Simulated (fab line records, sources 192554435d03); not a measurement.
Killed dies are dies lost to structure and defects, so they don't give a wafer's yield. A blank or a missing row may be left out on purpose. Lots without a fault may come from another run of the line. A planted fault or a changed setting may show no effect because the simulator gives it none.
One fault seen from 2 desks | flow n5_finfet | each desk has only its own numbers; what lay behind them comes last

THE METROLOGY DESK
What the gauges read, lot by lot, whatever tool the lot ran on: means of the sampled wafers that have a number. A lot is out of limits, marked OUT, if its mean lies more than 4 standard deviations from the usual mean; the brackets give that distance.
Columns: A = V9_OVL at N5_BEOL_M10_OVL_MEAS_29, usual 0.1 nm
lot  | first seen here | A
L389 | day 10 11:27    | -0.5
L388 | day 10 22:22    | -0.1
L392 | day 12 02:35    | 0.4
L394 | day 12 08:40    | -0.2
L397 | day 12 17:14    | -0.1
L399 | day 12 19:19    | 0.5
L407 | day 15 14:41    | 0.2
L408 | day 15 23:55    | 0.7
L411 | day 16 11:28    | 1.4
This desk's finding: nothing out of limits on any of the 9 lots.

THE TOOL OWNER'S DESK: rie_diel-02
The tool's own readings at N5_BEOL_M10_VIA_ETCH_34 (etches SiCOH lowk in C4F6/O2, target depth 184.5 nm, time 69.2 s): means of the sampled wafers that have a number, for each lot that ran on this tool. A lot is out of limits, marked OUT, if its mean lies more than 4 standard deviations from the usual mean; the brackets give that distance. Of its 9 readings 7 are shown: the one that was out of limits first, and those that lie furthest out on some lot.
Columns: A = O2_flow_sccm at N5_BEOL_M10_VIA_ETCH_34, usual 9.998 sccm; B = bias_w at N5_BEOL_M10_VIA_ETCH_34, usual 185.0 W; C = drypump_motor_current_A at N5_BEOL_M10_VIA_ETCH_34, usual 5.8 A; D = mfc_ar_sccm at N5_BEOL_M10_VIA_ETCH_34, usual 300.0 sccm; E = oes_product_au at N5_BEOL_M10_VIA_ETCH_34, usual 0.77 a.u.; F = rf_vpp_V at N5_BEOL_M10_VIA_ETCH_34, usual 662 V; G = run_length_s at N5_BEOL_M10_VIA_ETCH_34, usual 92.5 s
lot  | first seen here | A      | B     | C   | D     | E    | F   | G
L389 | day 10 11:43    | 9.987  | 184.5 | 6.3 | 300.3 | 0.72 | 672 | 92.7
L392 | day 12 02:52    | 9.971  | 185.3 | 5.4 | 300.8 | 0.83 | 652 | 92.2
L397 | day 12 17:31    | 10.000 | 184.8 | 5.2 | 299.1 | 0.76 | 649 | 97.9 (+15) OUT
L399 | day 12 19:35    | 10.028 | 184.5 | 6.3 | 300.4 | 0.76 | 667 | 98.6 (+17) OUT
This desk's finding: out of limits on L397, L399; first on L397, day 12 17:31 (run_length_s at N5_BEOL_M10_VIA_ETCH_34). In limits: L389, L392.

PUT TOGETHER
The tool owner's desk could have raised an alarm at day 12 17:31, on L397, L399.
The metrology desk saw nothing out of limits.
The metrology desk has L397, L399 on record, within its limits.
Of the lots named, all ran N5_BEOL_M10_VIA_ETCH_34 on rie_diel-02.

WHAT THE SIMULATOR HAD PUT IN
Process parameter drift: rie_diel-02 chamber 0, from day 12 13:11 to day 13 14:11, at N5_BEOL_M10_VIA_ETCH_34. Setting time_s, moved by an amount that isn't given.
Lots struck among those shown: L397, L399.
Hours from the fault's start to each desk's first reading out of limits: the tool owner's desk, 4.
